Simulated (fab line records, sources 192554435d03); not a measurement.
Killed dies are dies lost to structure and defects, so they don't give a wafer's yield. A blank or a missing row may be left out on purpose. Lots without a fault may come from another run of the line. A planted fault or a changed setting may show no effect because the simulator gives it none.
Chamber matching | flow n5_finfet | N5_MOL_CONTACT_COAG_ETCH_106 on rie_diel-05: 4 sister chambers
The step etches SOC in N2/H2, target depth 80 nm, overetch 16 nm, time 120 s. 14 wafers are shown with their chamber, then 7 later ones without.

WAFERS WITH THEIR CHAMBER
wafer  | chamber | showerhead_plenum_p_Torr (Torr) | throttle_valve_pct (%) | oes_product_au (a.u.)
L075.3 | 2       | 2.64                            | 17.32                  | 0.65
L075.4 | 1       | 2.52                            | 18.15                  | 0.62
L075.5 | 0       | 2.72                            | 17.75                  | 0.82
L083.1 | 2       | 2.63                            | 17.33                  | 0.64
L083.2 | 3       | 2.51                            | 17.54                  | 0.65
L083.6 | 1       | 2.51                            | 18.20                  | 0.62
L084.3 | 2       | 2.63                            | 17.33                  | 0.64
L084.5 | 3       | 2.50                            | 17.53                  | 0.64
L084.6 | 2       | 2.63                            | 17.34                  | 0.64
L088.1 | 2       | 2.62                            | 17.37                  | 0.64
L088.4 | 0       | 2.71                            | 17.77                  | 0.78
L088.5 | 3       | 2.50                            | 17.58                  | 0.64
L087.1 | 2       | 2.62                            | 17.37                  | 0.64
L087.3 | 3       | 2.50                            | 17.57                  | 0.64

SIGNATURES (means of the wafers above)
reading                  | chamber 0 | chamber 1 | chamber 2 | chamber 3 | scatter within a chamber
showerhead_plenum_p_Torr | 2.7150    | 2.5150    | 2.6283    | 2.5025    | 0.00677
throttle_valve_pct       | 17.7600   | 18.1750   | 17.3433   | 17.5550   | 0.0234
oes_product_au           | 0.8000    | 0.6200    | 0.6417    | 0.6425    | 0.00979
Rule: a wafer's distance from a chamber is the root of the sum, over the readings, of the square of ((its reading less the chamber's mean) divided by the reading's scatter). The wafer belongs to the nearest chamber; if the next one is less than 2 further off, it can't be placed. The scatter: the root of (the sum of the squares of (reading less its chamber's mean) over the shown wafers, divided by (wafers less chambers)).

WAFERS WITHOUT THEIR CHAMBER
wafer  | showerhead_plenum_p_Torr (Torr) | throttle_valve_pct (%) | oes_product_au (a.u.)
L087.4 | 2.50                            | 17.56                  | 0.64
L090.3 | 2.62                            | 17.37                  | 0.63
L090.4 | 2.62                            | 17.37                  | 0.63
L090.6 | 2.71                            | 17.78                  | 0.77
L092.2 | 2.70                            | 17.80                  | 0.76
L092.3 | 2.50                            | 17.57                  | 0.64
L092.4 | 2.51                            | 17.76                  | 0.86

WHICH CHAMBER EACH WENT THROUGH
wafer  | from the rows above | in truth
L087.4 | 3                   | 3
L090.3 | 2                   | 2
L090.4 | 2                   | 2
L090.6 | 0                   | 0
L092.2 | 0                   | 0
L092.3 | 3                   | 3
L092.4 | 3                   | 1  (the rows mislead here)
Placed correctly: 6 of 7. Can't be placed from these rows: 0. Placed wrongly: 1.
